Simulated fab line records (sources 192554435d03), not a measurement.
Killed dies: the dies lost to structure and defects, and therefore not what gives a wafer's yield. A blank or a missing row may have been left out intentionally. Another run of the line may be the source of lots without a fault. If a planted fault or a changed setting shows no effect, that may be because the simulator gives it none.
Comparing a struck lot with a sound one ; flow n5-finfet ; 28 steps out of a route of 1938
Sound: these wafers, L647.2, L647.3, L647.4. Struck: wafer L655.3; the same lot's L655.6 was not struck, so it is left out; see the end for the cause.
For every step that has rows: the tool of each side, followed by ch and its chambers, followed by its first start. Under that, the readings that differ: sound wafers ; struck wafers ; difference of the means ; sigmas: that difference in standard deviations of wafers without a fault.
alike: a reading whose means differ by less than 2 such deviations, as well as words and numbers matching on both sides. not compared: withheld readings; readings where some wafer has no value; bounds like >300 that might hide an equal value; numbers whose values overlap and for which the record gives no deviation.
The two part at a step that has a row with sigmas, a row that says differs or no value, or rows on one side only. Non-overlapping numbers with no deviation appear without sigmas and do not part them. A reading that every wafer of one side lacks parts them only if that side has two wafers or more.

N5_BEOL_M13_ETCH_59: etches BARC in N2/H2, target depth 89 nm, overetch 26.7 nm, time 67.9 s.
  sound on rie-diel-03 ch 1,2,3, day 12 06:10; struck on rie-diel-03 ch 2, day 13 23:59
  alike: bias-w, drypump-motor-current-A, oes-product-au, rf-vpp-V, showerhead-plenum-p-Torr, throttle-valve-pct
  not compared: rf-hours-counter-h
N5_BEOL_M13_VIA_ETCH_16: etches SiOC in C4F8/O2/Ar, target depth 921.7 nm.
  sound on rie-diel-03 ch 1,2,3, day 12 06:14; struck on rie-diel-03 ch 2, day 14 00:02
reading;sound;struck;difference;sigmas
bias-w (W);701.1 695.5 697.9;703.3;+5.1;+2
  alike: drypump-motor-current-A, oes-product-au, rf-vpp-V, showerhead-plenum-p-Torr, throttle-valve-pct
then, 1 step without rows for these wafers: N5_BEOL_M13_STRIP_63 (strips in N2/H2).
N5_BEOL_M13_STRIP_64: strips in N2/H2.
  sound on plasma-asher-01 ch 0,1, day 12 06:31; struck on plasma-asher-01 ch 1, day 14 00:20
  alike: drypump-motor-current-A, heater-power-w, oes-product-au, strip-time-to-endpoint-s
  not compared: rf-hours-counter-h
then, 2 steps without rows for these wafers: N5_BEOL_M13_STRIP_71 (strips in post etch residue remover, time 60 s); N5_BEOL_M13_SRD_72 (time 30 s, dry time 30 s).
N5_BEOL_M13_CD_MEAS_17: target cd 190 nm.
  sound on cd-sem-02 at day 12 06:40; struck on cd-sem-03 at day 14 00:28
  alike: cd-nm
then, 5 steps without rows for these wafers: N5_BEOL_M13_COAT_65 (time 60 s, resist thk 350 nm); N5_BEOL_M13_COAT_66 (time 60 s, resist thk 110 nm); N5_BEOL_M13_COAT_22 (resist thk 300 nm); N5_BEOL_M13_EBR_24; N5_BEOL_M13_SOFTBAKE_23 (time 60 s).
N5_BEOL_M13_EXPOSE_25: exposes mask M13, target cd 210 nm.
  sound on krf-scanner-01 ch 0, day 12 06:57; struck on krf-scanner-01 ch 0, day 14 00:48
  alike: mask
then, 3 steps without rows for these wafers: N5_BEOL_M13_PEB_26 (peb time 90 s); N5_BEOL_M13_DEVELOP_27 (develop time 45 s); N5_BEOL_M13_HARDBAKE_32 (time 120 s).
N5_BEOL_M13_CD_MEAS_28: target cd 209.5 nm.
  sound on cd-sem-03 ch 0, day 12 07:07; struck on cd-sem-01 ch 0, day 14 00:58
reading;sound;struck;difference;sigmas
cd-nm (nm);206.9 206.1 207.4;289.3;+82.5;+55
N5_BEOL_M13_OVL_MEAS_29:
  sound on overlay-02 ch 0, day 12 07:09; struck on overlay-01 ch 0, day 14 00:59
  alike: M13_OVL
N5_BEOL_M13_INSPECT_30: inspects for defects (macro).
  sound on defect-inspect-02 at day 12 07:10; struck on defect-inspect-01 at day 14 01:01
  alike: raw-defect-count
N5_BEOL_M13_DESCUM_33: chemistry O2, time 7.9 s.
  sound on rie-diel-01 ch 1,2,3, day 12 07:13; struck on rie-diel-01 ch 1, day 14 01:14
reading;sound;struck;difference;sigmas
rf-hours-counter-h (h);25 65 71;76;+22;
model.BEOL_M13.cd-nm (nm);206.8 206 207.2;289.2;+82.5;
  alike: drypump-motor-current-A, o2-flow-sccm, oes-product-au, rf-vpp-V, showerhead-plenum-p-Torr, throttle-valve-pct
then, 1 step without rows for these wafers: N5_BEOL_M13_ETCH_67 (etches SiARC in CF4, target depth 143 nm, time 238.3 s).
N5_BEOL_M13_ETCH_68: etches SOC in N2/H2, time 355 s.
  sound on rie-diel-01 ch 1,2,3, day 12 07:24; struck on rie-diel-01 ch 1, day 14 01:25
reading;sound;struck;difference;sigmas
rf-hours-counter-h (h);25 65 71;77;+23;
  alike: bias-w, drypump-motor-current-A, oes-product-au, rf-vpp-V, showerhead-plenum-p-Torr, throttle-valve-pct
then, 3 steps without rows for these wafers: N5_BEOL_M13_STRIP_69 (strips in N2/H2); N5_BEOL_M13_TRENCH_ETCH_34 (etches SiOC in C4F8/O2/Ar, target depth 413.47 nm, time 162.6 s); N5_BEOL_M13_STRIP_70 (strips in C4F8/O2/Ar).
N5_BEOL_M13_STRIP_37: strips in N2/H2.
  sound on plasma-asher-01 ch 0,1, day 12 07:50; struck on plasma-asher-01 ch 0, day 14 01:52
  alike: drypump-motor-current-A, heater-power-w, oes-product-au
  not compared: rf-hours-counter-h
N5_BEOL_M13_ETCH_38: etches SiCN in CF4/N2, target depth 67.5 nm, time 71.9 s.
  sound on rie-diel-03 ch 0,1,3, day 12 09:35; struck on rie-diel-02 ch 1, day 14 02:24
reading;sound;struck;difference;sigmas
rf-hours-counter-h (h);53 202 170;253;+111;
rf-vpp-V (V);383.9 384.6 380.8;378.6;-4.5;-3
showerhead-plenum-p-Torr (Torr);2.24 2.27 2.20;2.10;-0.14;-2
model.BEOL_M13.cd-nm (nm);207 208.2 207.2;291.4;+83.9;
  alike: bias-w, drypump-motor-current-A, oes-product-au, throttle-valve-pct
then, 1 step without rows for these wafers: N5_BEOL_M13_PRECLEAN_39 (cleans in residue remover, time 60 s).

== WHERE THEY PART ==
At N5_BEOL_M13_VIA_ETCH_16 first; at N5_BEOL_M13_ETCH_38 last (within this record only).

WHY: the cause the simulator had injected
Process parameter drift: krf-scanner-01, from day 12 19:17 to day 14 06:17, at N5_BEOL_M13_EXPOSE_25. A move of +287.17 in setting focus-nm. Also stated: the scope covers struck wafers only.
